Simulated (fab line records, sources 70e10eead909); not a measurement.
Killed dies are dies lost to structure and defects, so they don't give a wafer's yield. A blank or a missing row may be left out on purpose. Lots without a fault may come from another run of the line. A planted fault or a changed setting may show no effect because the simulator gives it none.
Chamber matching | flow nand_harc | NHARC_A_STAIRCASE_DESCUM_168 on rie_diel-08: 3 sister chambers
The step chemistry O2, time 3 s. 16 wafers are shown with their chamber, then 7 later ones without.

WAFERS WITH THEIR CHAMBER
wafer  | chamber | showerhead_plenum_p_Torr (Torr) | drypump_motor_current_A (A) | oes_product_au (a.u.)
L074.1 | 2       | 1.89                            | 6.3                         | 0.994
L074.4 | 3       | 1.88                            | 6.3                         | 1.007
L074.5 | 3       | 1.88                            | 6.3                         | 1.000
L078.1 | 3       | 1.88                            | 6.3                         | 0.997
L078.2 | 1       | 1.82                            | 6.4                         | 0.993
L078.6 | 1       | 1.82                            | 6.4                         | 0.987
L080.1 | 1       | 1.82                            | 6.5                         | 1.000
L080.2 | 2       | 1.89                            | 6.3                         | 0.994
L080.6 | 2       | 1.89                            | 6.3                         | 0.989
L082.1 | 1       | 1.82                            | 6.4                         | 0.995
L082.3 | 2       | 1.89                            | 6.3                         | 0.988
L082.6 | 2       | 1.89                            | 6.3                         | 0.993
L083.1 | 2       | 1.89                            | 6.3                         | 0.975
L083.3 | 3       | 1.87                            | 6.4                         | 0.998
L083.5 | 2       | 1.89                            | 6.3                         | 0.974
L092.1 | 2       | 1.88                            | 6.2                         | 1.003

SIGNATURES (means of the wafers above)
reading                  | chamber 1 | chamber 2 | chamber 3 | scatter within a chamber
showerhead_plenum_p_Torr | 1.8200    | 1.8887    | 1.8775    | 0.00354
drypump_motor_current_A  | 6.425     | 6.287     | 6.325     | 0.0427
oes_product_au           | 0.99375   | 0.98875   | 1.00050   | 0.008
Rule: a wafer's distance from a chamber is the root of the sum, over the readings, of the square of ((its reading less the chamber's mean) divided by the reading's scatter). The wafer belongs to the nearest chamber; if the next one is less than 2 further off, it can't be placed. The scatter: the root of (the sum of the squares of (reading less its chamber's mean) over the shown wafers, divided by (wafers less chambers)).

WAFERS WITHOUT THEIR CHAMBER
wafer  | showerhead_plenum_p_Torr (Torr) | drypump_motor_current_A (A) | oes_product_au (a.u.)
L092.3 | 1.81                            | 6.5                         | 0.994
L092.4 | 1.87                            | 6.3                         | 0.993
L095.2 | 1.88                            | 6.3                         | 0.990
L095.4 | 1.87                            | 6.4                         | 0.997
L095.6 | 1.81                            | 6.5                         | 1.001
L097.1 | 1.88                            | 6.3                         | 0.994
L097.2 | 1.86                            | 6.4                         | 1.004

WHICH CHAMBER EACH WENT THROUGH
wafer  | from the rows above     | in truth
L092.3 | 1                       | 1
L092.4 | 3                       | 3
L095.2 | can't be placed: 3 or 2 | 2
L095.4 | 3                       | 3
L095.6 | 1                       | 1
L097.1 | can't be placed: 3 or 2 | 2
L097.2 | 3                       | 3
Placed correctly: 5 of 7. Can't be placed from these rows: 2 (the true chamber is among the candidates in 2). Placed wrongly: 0.
